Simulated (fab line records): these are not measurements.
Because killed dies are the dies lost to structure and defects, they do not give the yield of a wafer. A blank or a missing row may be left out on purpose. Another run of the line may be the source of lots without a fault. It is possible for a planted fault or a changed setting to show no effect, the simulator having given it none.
Comparing a struck lot with a sound one / flow nand harc / 13 out of 1302 route steps
Sound: these wafers, L768.1, L768.3, L768.6. Wafers L769.2, L769.4, L769.5 were the ones struck. Last of all comes the cause.
At each step with rows: each side's tool, then ch and its chambers, then its first start. Under that, the readings that differ: sound wafers / struck wafers / difference of the means / sigmas: that difference in standard deviations of wafers without a fault.
alike: same words and numbers on both sides, and readings whose means sit less than 2 such deviations apart. not compared: any withheld reading, any reading some wafer has no value for, any bound like >300 that may hide the same value, and any number with overlapping values for which the record gives no deviation.
The two part at a step that has a row with sigmas, a row that says differs or no value, or rows on one side only. Non-overlapping numbers with no deviation appear without sigmas and do not part them. A reading that every wafer of one side lacks parts them only if that side has two wafers or more.

NHARC_A_STAIRCASE_TRIM_202: chemistry O2, time 211.2 s.
  sound: rie diel-08 ch 0,1,2; struck: rie diel-08 ch 0,2,3
reading=rf vpp V (V); sound=58.1 59.7 59.2; struck=57.6 56.4 58.0; difference=-1.7; sigmas=-2
  alike: drypump motor current A, oes product au, showerhead plenum p Torr, throttle valve pct
  not compared: rf hours counter h
NHARC_A_STAIRCASE_ETCH_203: etches the open film in C4F8/O2, target depth 100 nm, time 40.5 s.
  sound: rie diel-08 ch 0,1; struck: rie diel-08 ch 0,1,2
  alike: oes product au, rf vpp V
  not compared: rf hours counter h
NHARC_A_STAIRCASE_STRIP_205: strips in O2.
  sound on plasma asher-02 ch 0,1, day 21 21:37; struck on plasma asher-01 ch 0, day 21 21:52
reading=drypump motor current A (A); sound=6.34 6.33 5.83; struck=5.56 5.55 5.57; difference=-0.61; sigmas=-2
  alike: heater power w
  not compared: rf hours counter h
then, 8 steps without rows for these wafers: NHARC_A_STAIRCASE_STRIP_206 (strips in SPM, time 900 s); NHARC_A_STAIRCASE_PRECLEAN_207 (cleans in SC1); NHARC_A_STAIRCASE_SRD_208; NHARC_A_STAIRCASE_DEHYDRATE_209 (time 120 s); NHARC_A_STAIRCASE_HMDS_210 (time 30 s); NHARC_A_STAIRCASE_COAT_211; NHARC_A_STAIRCASE_SOFTBAKE_212 (time 170 s); NHARC_A_STAIRCASE_EBR_213.
NHARC_A_STAIRCASE_EXPOSE_214: exposes mask STAIR 3.
  sound on krf scanner-04 ch 0, day 21 22:43; struck on krf scanner-02 ch 0, day 21 23:01
reading=exposure dose mJ cm2; sound=31.28 31.23 31.25; struck=32.06 32.04 32.03; difference=+0.79; sigmas=+25
  alike: mask, reticle temp C
then, 1 step without rows for these wafers: NHARC_A_STAIRCASE_PEB_215 (peb time 130 s).

WHERE THEY PART
Last at NHARC_A_STAIRCASE_EXPOSE_214 as far as this record goes, first at NHARC_A_STAIRCASE_TRIM_202.

WHY: the cause the simulator had injected
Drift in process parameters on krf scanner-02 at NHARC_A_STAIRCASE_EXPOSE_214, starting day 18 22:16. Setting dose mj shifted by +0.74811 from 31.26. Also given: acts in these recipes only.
